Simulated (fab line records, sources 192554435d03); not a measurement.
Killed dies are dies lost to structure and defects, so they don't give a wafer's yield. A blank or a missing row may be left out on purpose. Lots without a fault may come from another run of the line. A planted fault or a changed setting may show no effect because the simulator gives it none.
Which tool did it? | flow n5_finfet | 24 lots, 72 wafers sampled, at 3 steps of a route of 1938

WHAT THE GAUGES READ, wafer by wafer
N5_BEOL_M5_CD_MEAS_28: target cd 30.6 nm, target cd y 20 nm. Usual: cd_nm 30.60 nm, standard deviation 0.27.
lot  | measured     | on        | cd_nm (nm)        | flag
L074 | day 9 01:38  | cd_sem-03 | 30.91 31.14 30.04 |
L075 | day 9 04:21  | cd_sem-01 | 30.47 30.61 30.56 |
L078 | day 9 07:25  | cd_sem-02 | 30.61 30.79 30.68 |
L076 | day 9 07:22  | cd_sem-03 | 30.48 30.90 30.50 |
L077 | day 9 14:57  | cd_sem-03 | 30.92 30.63 30.82 |
L080 | day 9 21:51  | cd_sem-01 | 30.35 30.71 30.74 |
L081 | day 9 21:48  | cd_sem-02 | 30.44 30.28 30.46 |
L079 | day 10 04:35 | cd_sem-01 | 30.78 30.32 30.91 |
L083 | day 10 07:25 | cd_sem-02 | 30.83 30.86 30.71 |
L082 | day 10 08:52 | cd_sem-03 | 30.51 31.22 30.76 |
L084 | day 11 02:58 | cd_sem-02 | 30.74 30.34 30.29 |
L085 | day 11 08:20 | cd_sem-01 | 30.58 30.27 30.30 |
L086 | day 11 15:28 | cd_sem-01 | 30.51 30.60 30.57 |
L088 | day 11 18:31 | cd_sem-02 | 31.10 30.39 30.87 |
L092 | day 12 09:01 | cd_sem-03 | 30.78 30.86 30.93 |
L089 | day 12 09:05 | cd_sem-01 | 30.60 30.45 30.77 |
L087 | day 12 09:53 | cd_sem-03 | 31.31 30.90 31.17 |
L090 | day 12 17:29 | cd_sem-03 | 30.63 30.46 30.44 |
L091 | day 12 17:50 | cd_sem-02 | 30.20 30.74 29.85 |
L093 | day 12 23:46 | cd_sem-02 | 30.36 30.59 30.43 |
L094 | day 13 00:27 | cd_sem-01 | 30.35 30.49 30.33 |
L095 | day 14 06:44 | cd_sem-01 | 30.73 30.92 30.53 |
L097 | day 14 14:37 | cd_sem-02 | 30.32 30.36 30.49 |
L096 | day 15 10:05 | cd_sem-02 | 30.12 30.14 30.44 |

WHICH TOOL RAN EACH LOT (tool, then ch and the chambers of the sampled wafers, then the start)
lot  | N5_BEOL_M5_CURE_79            | N5_BEOL_M5_STRIP_19
L074 | uv_cure-02 ch 1, day 8 21:54  | rie_diel-04 ch 1,3, day 9 00:17
L075 | uv_cure-03 ch 2, day 9 00:50  | rie_diel-05 ch 0,3, day 9 03:19
L078 | uv_cure-01 ch 1, day 9 03:47  | rie_diel-04 ch 1,2, day 9 06:02
L076 | uv_cure-03 ch 1, day 9 03:58  | rie_diel-05 ch 0,1,2, day 9 06:13
L077 | uv_cure-01 ch 1, day 9 09:03  | rie_diel-05 ch 1,2,3, day 9 12:44
L080 | uv_cure-02 ch 2, day 9 17:58  | rie_diel-02 ch 0,1,3, day 9 20:38
L081 | uv_cure-03 ch 0, day 9 18:22  | rie_diel-05 ch 0,1,3, day 9 20:37
L079 | uv_cure-03 ch 0, day 10 00:46 | rie_diel-02 ch 1,3, day 10 03:59
L083 | uv_cure-01 ch 0, day 10 03:16 | rie_diel-05 ch 0,1,3, day 10 06:06
L082 | uv_cure-03 ch 1, day 10 03:50 | rie_diel-05 ch 1,2, day 10 07:16
L084 | uv_cure-01 ch 1, day 10 23:31 | rie_diel-04 ch 0,2,3, day 11 02:24
L085 | uv_cure-02 ch 2, day 11 03:35 | rie_diel-05 ch 0,2, day 11 05:32
L086 | uv_cure-02 ch 0, day 11 11:14 | rie_diel-04 ch 0,2,3, day 11 13:53
L088 | uv_cure-01 ch 0, day 11 14:36 | rie_diel-02 ch 0,1,3, day 11 17:20
L092 | uv_cure-03 ch 0, day 12 04:57 | rie_diel-04 ch 1,2,3, day 12 08:31
L089 | uv_cure-03 ch 1, day 12 06:51 | rie_diel-04 ch 1,2, day 12 08:39
L087 | uv_cure-01 ch 2, day 12 06:53 | rie_diel-04 ch 1,2, day 12 09:14
L090 | uv_cure-01 ch 0, day 12 11:01 | rie_diel-04 ch 0,1,3, day 12 16:58
L091 | uv_cure-02 ch 0, day 12 12:48 | rie_diel-04 ch 0,2,3, day 12 17:25
L093 | uv_cure-02 ch 2, day 12 19:50 | rie_diel-04 ch 0,2,3, day 12 22:27
L094 | uv_cure-02 ch 1, day 12 21:41 | rie_diel-02 ch 2,3, day 12 23:58
L095 | uv_cure-03 ch 1, day 14 03:23 | rie_diel-05 ch 0,2, day 14 05:30
L097 | uv_cure-01 ch 1, day 14 09:19 | rie_diel-02 ch 0,2,3, day 14 14:14
L096 | uv_cure-02 ch 2, day 15 05:46 | rie_diel-04 ch 0,1,3, day 15 08:21
- N5_BEOL_M5_CURE_79: cures SiCOH lowk, time 240 s.
- N5_BEOL_M5_STRIP_19: strips in O2.

WHAT THE TOOLS THEMSELVES READ (means of the sampled wafers that have a number; where no wafer has one, the mark that the record gives instead)
N5_BEOL_M5_CURE_79. Usual: lamp_power_pct 52.32 %, standard deviation 0.052; wafer_temp_C_max 387.2, standard deviation 0.72.
lot  | tool       | lamp_power_pct (%) | wafer_temp_C_max | flag
L074 | uv_cure-02 | 52.28              | 386.9            |
L075 | uv_cure-03 | 52.36              | 387.2            |
L078 | uv_cure-01 | 52.32              | 387.1            |
L076 | uv_cure-03 | 52.31              | 386.8            |
L077 | uv_cure-01 | 52.32              | 387.4            |
L080 | uv_cure-02 | 52.31              | 387.7            |
L081 | uv_cure-03 | 52.33              | 386.8            |
L079 | uv_cure-03 | 52.38              | 387.2            |
L083 | uv_cure-01 | 52.30              | 388.5            |
L082 | uv_cure-03 | 52.27              | 386.4            |
L084 | uv_cure-01 | 52.35              | 387.6            |
L085 | uv_cure-02 | 52.35              | 387.5            |
L086 | uv_cure-02 | 52.37              | 386.4            |
L088 | uv_cure-01 | 52.32              | 388.5            |
L092 | uv_cure-03 | 52.33              | 386.6            |
L089 | uv_cure-03 | 52.33              | 386.7            |
L087 | uv_cure-01 | 52.28              | 386.8            |
L090 | uv_cure-01 | 52.25              | 388.1            |
L091 | uv_cure-02 | 52.32              | 386.4            |
L093 | uv_cure-02 | 52.25              | 387.0            |
L094 | uv_cure-02 | 52.31              | 386.6            |
L095 | uv_cure-03 | 52.29              | 386.8            |
L097 | uv_cure-01 | 52.35              | 387.3            |
L096 | uv_cure-02 | 52.34              | 387.2            |

N5_BEOL_M5_STRIP_19. Usual: drypump_motor_current_A 5.6 A, standard deviation 0.49; oes_product_au 0.80 a.u., standard deviation 0.099; rf_vpp_V 3.7 V, standard deviation 0.46; showerhead_plenum_p_Torr 2.13 Torr, standard deviation 0.078; throttle_valve_pct 16.6 %, standard deviation 0.33.
lot  | tool        | drypump_motor_current_A (A) | oes_product_au (a.u.) | rf_vpp_V (V) | showerhead_plenum_p_Torr (Torr) | throttle_valve_pct (%) | flag
L074 | rie_diel-04 | 5.4                         | 0.82                  | 3.7          | 2.07                            | 16.3                   |
L075 | rie_diel-05 | 6.1                         | 0.70                  | 3.6          | 2.13                            | 17.0                   |
L078 | rie_diel-04 | 5.3                         | 0.76                  | 3.7          | 2.10                            | 16.8                   |
L076 | rie_diel-05 | 6.0                         | 0.76                  | 3.6          | 2.08                            | 16.6                   |
L077 | rie_diel-05 | 5.6                         | 0.76                  | 3.2          | 2.05                            | 16.7                   |
L080 | rie_diel-02 | 5.8                         | 0.77                  | 3.7          | 2.16                            | 16.7                   |
L081 | rie_diel-05 | 5.8                         | 0.69                  | 3.6          | 2.10                            | 17.0                   |
L079 | rie_diel-02 | 5.6                         | 0.81                  | 3.6          | 2.21                            | 16.6                   |
L083 | rie_diel-05 | 5.7                         | 0.69                  | 3.0          | 2.10                            | 17.0                   |
L082 | rie_diel-05 | 5.6                         | 0.83                  | 3.7          | 2.04                            | 16.4                   |
L084 | rie_diel-04 | 5.1                         | 0.85                  | 3.4          | 2.17                            | 16.4                   |
L085 | rie_diel-05 | 6.0                         | 0.82                  | 4.1          | 2.07                            | 16.5                   |
L086 | rie_diel-04 | 5.0                         | 0.84                  | 3.8          | 2.16                            | 16.4                   |
L088 | rie_diel-02 | 5.7                         | 0.76                  | 3.9          | 2.16                            | 16.8                   |
L092 | rie_diel-04 | 5.4                         | 0.88                  | 3.5          | 2.16                            | 16.5                   |
L089 | rie_diel-04 | 5.3                         | 0.85                  | 3.8          | 2.18                            | 16.7                   |
L087 | rie_diel-04 | 5.8                         | 0.94                  | 3.0          | 2.22                            | 16.7                   |
L090 | rie_diel-04 | 5.5                         | 0.90                  | 4.0          | 2.20                            | 16.3                   |
L091 | rie_diel-04 | 5.1                         | 0.83                  | 3.9          | 2.16                            | 16.4                   |
L093 | rie_diel-04 | 5.1                         | 0.83                  | 3.5          | 2.16                            | 16.4                   |
L094 | rie_diel-02 | 5.5                         | 0.86                  | 4.0          | 2.18                            | 16.6                   |
L095 | rie_diel-05 | 6.0                         | 0.79                  | 3.3          | 2.06                            | 16.5                   |
L097 | rie_diel-02 | 5.6                         | 0.81                  | 3.6          | 2.12                            | 16.8                   |
L096 | rie_diel-04 | 5.5                         | 0.86                  | 3.7          | 2.19                            | 16.4                   |

THE ANSWER, worked out from the rows above alone
Rule: a lot is off if the mean of its wafers that have a number lies more than 3 standard deviations from the usual mean. A lot without any number at a reading at which 4 lots or more have one is off too. The other lots that the step has rows for count as sound. The gauges are gone through in route order, then the tools' own readings, and for those a lot's mean is taken as printed above. The first step at which some lot is off is used, and at that step the reading that is off furthest; a lot without a number counts as furthest.
No lot is off at any reading shown: from this, nothing can be told.

WHAT THE SIMULATOR HAD PUT IN
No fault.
